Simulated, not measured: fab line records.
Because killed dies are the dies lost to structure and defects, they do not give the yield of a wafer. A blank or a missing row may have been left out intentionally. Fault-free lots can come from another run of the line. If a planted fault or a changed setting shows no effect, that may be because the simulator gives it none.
Split-lot study + flow n5Finfet + 21 wafers read across 7 lots, on a route 1938 steps long

THE SPLIT
At N5_BEOL_M6_HM_DEP_02 (deposits TiN, target thk 20 nm), the setting targetThkA was moved away from the recipe's 200 angstrom on 5 of the 21 wafers read, by -11.8% to +13.3%. The other wafers ran this setting at the recipe's value.

FROM THE SPLIT TO THE READING: what the file shows between them, 5 steps
- N5_BEOL_M6_COAT_59: time 60 s, resist thk 100 nm
- N5_BEOL_M6_COAT_60: time 60 s, resist thk 35 nm
- N5_BEOL_M6_STRIP_68: strips in N2/H2
- N5_BEOL_M6_STRIP_67: strips in CF4
- N5_BEOL_M6_HM_OPEN_17: chemistry Cl2/BCl3, target TiN, target depth 20 nm, overetch 6 nm

THE READING
TiN_of_BEOL_M6_HM_DEP_02.thkNm (the simulator's own value, which no gauge read), in nm, at N5_BEOL_M6_TRENCH_ETCH_37 (etches SiCOH lowk in C4F6/O2, target depth 94.435 nm, time 31.5 s). There is no usual value for it anywhere in the file. The 16 wafers here that ran the recipe average 17.4 nm, standard deviation 0.27 nm.

| wafer  | tool, chamber at the split | targetThkA as run, angstrom | against the recipe | TiN_of_BEOL_M6_HM_DEP_02.thkNm, nm | against lot-mates on the recipe |
|--------|----------------------------|-----------------------------|--------------------|------------------------------------|---------------------------------|
| L074.2 | pvdSputter-01, -           | 200                         | recipe             | 17.6                               | -                               |
| L074.4 | pvdSputter-01, -           | 200                         | recipe             | 17.4                               | -                               |
| L074.6 | pvdSputter-01, -           | 186.3                       | -6.8%              | 16.2                               | -1.3                            |
| L077.1 | pvdSputter-01, -           | 226.7                       | +13.3%             | 20                                 | +2.8                            |
| L077.4 | pvdSputter-01, -           | 200                         | recipe             | 17.2                               | -                               |
| L077.6 | pvdSputter-01, -           | 226.7                       | +13.3%             | 20.2                               | +3.0                            |
| L078.1 | pvdSputter-02, -           | 200                         | recipe             | 17                                 | -                               |
| L078.2 | pvdSputter-02, -           | 200                         | recipe             | 17.2                               | -                               |
| L078.4 | pvdSputter-02, -           | 176.5                       | -11.8%             | 14.8                               | -2.3                            |
| L082.1 | pvdSputter-01, -           | 200                         | recipe             | 18                                 | -                               |
| L082.2 | pvdSputter-01, -           | 221.6                       | +10.8%             | 19.8                               | +1.9                            |
| L082.3 | pvdSputter-01, -           | 200                         | recipe             | 17.8                               | -                               |
| L083.2 | pvdSputter-02, -           | 200                         | recipe             | 17.4                               | -                               |
| L083.5 | pvdSputter-02, -           | 200                         | recipe             | 17.6                               | -                               |
| L083.6 | pvdSputter-02, -           | 200                         | recipe             | 17.4                               | -                               |
| L087.1 | pvdSputter-01, -           | 200                         | recipe             | 17.6                               | -                               |
| L087.2 | pvdSputter-01, -           | 200                         | recipe             | 17.4                               | -                               |
| L087.4 | pvdSputter-01, -           | 200                         | recipe             | 17.2                               | -                               |
| L093.1 | pvdSputter-03, -           | 200                         | recipe             | 17.2                               | -                               |
| L093.3 | pvdSputter-03, -           | 200                         | recipe             | 17                                 | -                               |
| L093.5 | pvdSputter-03, -           | 200                         | recipe             | 17.2                               | -                               |

FIT RESULTS
A straight line over all 21 wafers: TiN_of_BEOL_M6_HM_DEP_02.thkNm changes by +0.208 nm for each +1% of targetThkA; r = +0.98; the points scatter about the line by 0.26 nm.
The same after taking each lot's own level away (the mean of its wafers on the recipe; 21 wafers): +0.203 nm for each +1%; r = +0.99; scatter 0.14 nm.
On that fit, the largest move of targetThkA shifts the reading by 2.7 nm.
The lots' own levels span 17.10 to 17.90 nm, that is 3.0 times the standard deviation above.
The two slopes agree, so the slope changes little with the lot-to-lot level.
Check: for one of the wafers moved furthest among these (+13.3%), held out of the fit, the line's prediction against its lot-mates is +2.69 nm. It came out at +2.8 nm against them.

OTHER SPLITS APPLIED TO THESE WAFERS
These wafers also went through other splits before the reading. Each is held against what the fit with the lots' levels taken away leaves over:
| other split on the same wafers | wafers away from the commonest value | r with TiN_of_BEOL_M6_HM_DEP_02.thkNm (lot level and that fit taken away) |
|--------------------------------|--------------------------------------|---------------------------------------------------------------------------|
| N5_BEOL_M4_COAT_73 tempC       | 7                                    | +0.11                                                                     |
| N5_BEOL_M5_COAT_05 spinRpm     | 6                                    | -0.02                                                                     |
| N5_BEOL_M6_PECVD_70 tempC      | 5                                    | -0.28                                                                     |

THE WHOLE CHAIN: every reading that the file lists as answering this split, in the file's order
| step                      | what it does                                                      | reading                                                                         | change (the file's fit)               | r (the file's) |
|---------------------------|-------------------------------------------------------------------|---------------------------------------------------------------------------------|---------------------------------------|----------------|
| N5_BEOL_M6_HM_DEP_02      | deposits TiN, target thk 20 nm                                    | TiN_of_BEOL_M6_HM_DEP_02.thkNm (the simulator's own value, which no gauge read) | +0.207 nm for each +1% of the setting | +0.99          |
| N5_BEOL_M6_HM_OPEN_17     | chemistry Cl2/BCl3, target TiN, target depth 20 nm, overetch 6 nm | etch.depthNm (the simulator's own value, which no gauge read)                   | +0.207 nm for each +1% of the setting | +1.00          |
| N5_BEOL_M6_TRENCH_ETCH_37 | etches SiCOH lowk in C4F6/O2, target depth 94.435 nm, time 31.5 s | TiN_of_BEOL_M6_HM_DEP_02.thkNm (the simulator's own value, which no gauge read) | +0.198 nm for each +1% of the setting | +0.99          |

THE FILE'S OWN FIT
TiN_of_BEOL_M6_HM_DEP_02.thkNm changes by +0.198 nm for each +1% of targetThkA, r = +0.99.
